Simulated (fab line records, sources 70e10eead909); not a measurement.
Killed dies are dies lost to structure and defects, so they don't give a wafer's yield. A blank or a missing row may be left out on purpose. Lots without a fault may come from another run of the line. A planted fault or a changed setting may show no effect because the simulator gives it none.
Chamber matching | flow nand_harc | NHARC_P_ZERO_WELL_DESCUM_26 on rie_diel-08: 4 sister chambers
The step chemistry O2, time 3 s. 16 wafers are shown with their chamber, then 8 later ones without.

WAFERS WITH THEIR CHAMBER
wafer  | chamber | drypump_motor_current_A (A) | oes_product_au (a.u.) | rf_vpp_V (V)
L074.1 | 3       | 6.0                         | 0.982                 | 58.1
L074.2 | 2       | 5.7                         | 1.021                 | 57.4
L074.5 | 2       | 5.7                         | 1.030                 | 59.2
L076.3 | 2       | 5.7                         | 1.022                 | 58.5
L076.4 | 1       | 5.3                         | 1.005                 | 57.9
L076.5 | 0       | 6.0                         | 0.997                 | 57.7
L077.4 | 0       | 6.0                         | 1.000                 | 58.5
L077.5 | 0       | 6.0                         | 0.995                 | 59.0
L077.6 | 1       | 5.4                         | 0.991                 | 56.7
L081.1 | 1       | 5.3                         | 0.999                 | 58.2
L081.3 | 3       | 6.0                         | 0.993                 | 57.1
L081.6 | 1       | 5.3                         | 1.004                 | 57.3
L084.4 | 3       | 6.0                         | 0.979                 | 55.7
L084.5 | 3       | 6.0                         | 0.983                 | 57.0
L084.6 | 0       | 6.0                         | 0.998                 | 57.2
L085.1 | 1       | 5.3                         | 0.990                 | 56.9

SIGNATURES (means of the wafers above)
reading                 | chamber 0 | chamber 1 | chamber 2 | chamber 3 | scatter within a chamber
drypump_motor_current_A | 6.000     | 5.320     | 5.700     | 6.000     | 0.0258
oes_product_au          | 0.99750   | 0.99780   | 1.02433   | 0.98425   | 0.00556
rf_vpp_V                | 58.100    | 57.400    | 58.367    | 56.975    | 0.823
Rule: a wafer's distance from a chamber is the root of the sum, over the readings, of the square of ((its reading less the chamber's mean) divided by the reading's scatter). The wafer belongs to the nearest chamber; if the next one is less than 2 further off, it can't be placed. The scatter: the root of (the sum of the squares of (reading less its chamber's mean) over the shown wafers, divided by (wafers less chambers)).

WAFERS WITHOUT THEIR CHAMBER
wafer  | drypump_motor_current_A (A) | oes_product_au (a.u.) | rf_vpp_V (V)
L085.4 | 6.1                         | 0.989                 | 57.8
L085.5 | 6.0                         | 0.989                 | 57.3
L087.1 | 6.0                         | 0.980                 | 56.3
L087.5 | 6.0                         | 0.996                 | 57.6
L087.6 | 5.3                         | 0.985                 | 56.4
L088.1 | 6.0                         | 0.997                 | 58.4
L088.3 | 5.3                         | 0.991                 | 57.0
L088.5 | 6.0                         | 0.977                 | 58.0

WHICH CHAMBER EACH WENT THROUGH
wafer  | from the rows above     | in truth
L085.4 | can't be placed: 3 or 0 | 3
L085.5 | can't be placed: 3 or 0 | 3
L087.1 | 3                       | 3
L087.5 | can't be placed: 0 or 3 | 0
L087.6 | 1                       | 1
L088.1 | 0                       | 0
L088.3 | 1                       | 1
L088.5 | can't be placed: 3 or 0 | 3
Placed correctly: 4 of 8. Can't be placed from these rows: 4 (the true chamber is among the candidates in 4). Placed wrongly: 0.
